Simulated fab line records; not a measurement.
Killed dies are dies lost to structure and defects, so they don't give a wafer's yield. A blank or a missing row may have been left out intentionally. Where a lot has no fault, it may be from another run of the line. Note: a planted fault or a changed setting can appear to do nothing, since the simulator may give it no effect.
A struck lot beside a sound one + flow n5-finfet + 27 steps out of a route of 1938
Sound: these wafers, L284.2, L284.3, L284.4. Wafers L277.2, L277.4, L277.6 were the ones struck. The cause is named last.
At each step with rows: each side's tool, then ch and its chambers, then its first start. Under that, the readings that differ: sound wafers + struck wafers + difference of the means + sigmas: that difference in standard deviations of wafers without a fault.
alike: readings with means less than 2 such deviations apart, plus words and numbers identical on both sides. not compared: withheld readings, readings lacking a value on some wafer, bounds such as >300 that could conceal the same value, and numbers that have no deviation in the record and whose values overlap.
The two part at a step that has a row with sigmas, a row that says differs or no value, or rows on one side only. Non-overlapping numbers with no deviation appear without sigmas and do not part them. A reading that every wafer of one side lacks parts them only if that side has two wafers or more.

first, 8 steps without rows for these wafers: N5_BEOL_M0_CMP_120 (polishes, stops on SiOC, t overpolish 6.9 s); N5_BEOL_M0_PRE_CLEAN_131 (time 15 s); N5_BEOL_M0_CO_CAP_123 (material Co, precursor CCTBA/H2, target thk 2 nm, time 102.1 s); N5_BEOL_M0_PRE_CLEAN_124 (time 15 s); N5_BEOL_M0_DEP_125 (deposits SiCN from 3MS/NH3, target thk 8 nm, time 14 s); N5_BEOL_M1_ILD_DEP_00 (deposits SiOC from DEMS/O2, target thk 79 nm, time 15.3 s); N5_BEOL_M1_PECVD_72 (deposits SiO2 from TEOS/O2, target thk 16 nm, time 18 s); N5_BEOL_M1_HM_DEP_02 (deposits TiN, target thk 20 nm).
N5_BEOL_M1_COAT_61: time 60 s, resist thk 60 nm.
  sound on litho-track-03 ch 0, day 11 17:38; struck on litho-track-01 ch 0, day 10 06:56
| reading                                  | sound                | struck               | difference | sigmas      |
|------------------------------------------|----------------------|----------------------|------------|-------------|
| spin-speed-rpm (rpm)                     | 1500.3 1498.8 1500.3 | 1137.1 1138.3 1137.8 | -362.1     | -99 or more |
| model.SOC_of_BEOL_M1_COAT_61.thk-nm (nm) | 60 60 60             | 69 69 68.8           | +9         |             |
  alike: plate-temp-C
then, 11 steps without rows for these wafers: N5_BEOL_M1_COAT_62 (time 60 s, resist thk 12 nm); N5_BEOL_M1_COAT_73 (time 60 s, resist thk 5 nm); N5_BEOL_M1_COAT_05 (resist thk 30 nm); N5_BEOL_M1_EBR_07; N5_BEOL_M1_SOFTBAKE_06 (time 60 s); N5_BEOL_M1_EXPOSE_08 (exposes mask M1); N5_BEOL_M1_PEB_09 (peb time 60 s); N5_BEOL_M1_DEVELOP_10 (develop time 30 s); N5_BEOL_M1_DESCUM_16 (chemistry O2, time 7 s); N5_BEOL_M1_ETCH_74 (etches underlayer in N2/H2, target depth 6.5 nm, time 5.2 s); N5_BEOL_M1_ETCH_63 (etches SiARC in CF4, target depth 15.6 nm, time 26 s).
N5_BEOL_M1_ETCH_64: etches SOC in N2/H2, target depth 75 nm, overetch 15 nm, time 112.5 s.
  sound on rie-diel-03 ch 0,1,2, day 11 18:06; struck on rie-diel-01 ch 1,2,3, day 10 07:48
| reading                  | sound             | struck            | difference | sigmas |
|--------------------------|-------------------|-------------------|------------|--------|
| model.etch.depth-nm (nm) | 59.95 60.08 59.91 | 68.98 69.03 68.74 | +8.94      |        |
  alike: bias-w, drypump-motor-current-A, oes-product-au, rf-vpp-V, showerhead-plenum-p-Torr, throttle-valve-pct
  not compared: rf-hours-counter-h
then, 3 steps without rows for these wafers: N5_BEOL_M1_STRIP_65 (strips in N2/H2); N5_BEOL_M1_STRIP_75 (strips in N2/H2); N5_BEOL_M1_STRIP_66 (strips in CF4).
N5_BEOL_M1_HM_OPEN_17: chemistry Cl2/BCl3, target TiN, target depth 20 nm, overetch 6 nm.
  sound on rie-metal-01 ch 0,1, day 11 18:16; struck on rie-metal-03 ch 0,1, day 10 07:58
| reading                                  | sound        | struck         | difference | sigmas |
|------------------------------------------|--------------|----------------|------------|--------|
| model.SOC_of_BEOL_M1_COAT_61.thk-nm (nm) | 51.4 51.8 52 | 61.2 61.2 60.8 | +9.3       |        |
  alike: bias-w, drypump-motor-current-A, oes-product-au, throttle-valve-pct
  not compared: rf-hours-counter-h
then, 1 step without rows for these wafers: N5_BEOL_M1_STRIP_19 (strips in O2).
-- here the record skips 3 days between the struck wafers' starts before and after, leaving off in module BEOL_M1 and picking up in module BEOL_M4 (first step shown: number 1111 of the route) --
N5_BEOL_M4_RC_MEAS_101:
  sound on prober-01 ch 0, day 14 14:32; struck on prober-02 ch 0, day 13 15:07
| reading        | sound          | struck         | difference | sigmas |
|----------------|----------------|----------------|------------|--------|
| IOFF_N (nA/um) | 0.23 0.23 0.23 | 0.15 0.12 0.15 | -0.09      | -3     |
| SS_P (mV/dec)  | 73.9 73.7 74.3 | 72.7 71.8 73.0 | -1.5       | -2     |
| VT_N (mV)      | 242 243 244    | 252 252 250    | +8         | +2     |
  alike: DIBL_N, DIBL_P, IOFF_P, ION_N, ION_P, SS_N, VT_P

WHERE THEY PART
First at N5_BEOL_M1_COAT_61; last, within this record, at N5_BEOL_M4_RC_MEAS_101.

WHY: the cause the simulator had injected
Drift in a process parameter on litho-track-01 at N5_BEOL_M1_COAT_61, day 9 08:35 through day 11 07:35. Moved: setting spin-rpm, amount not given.
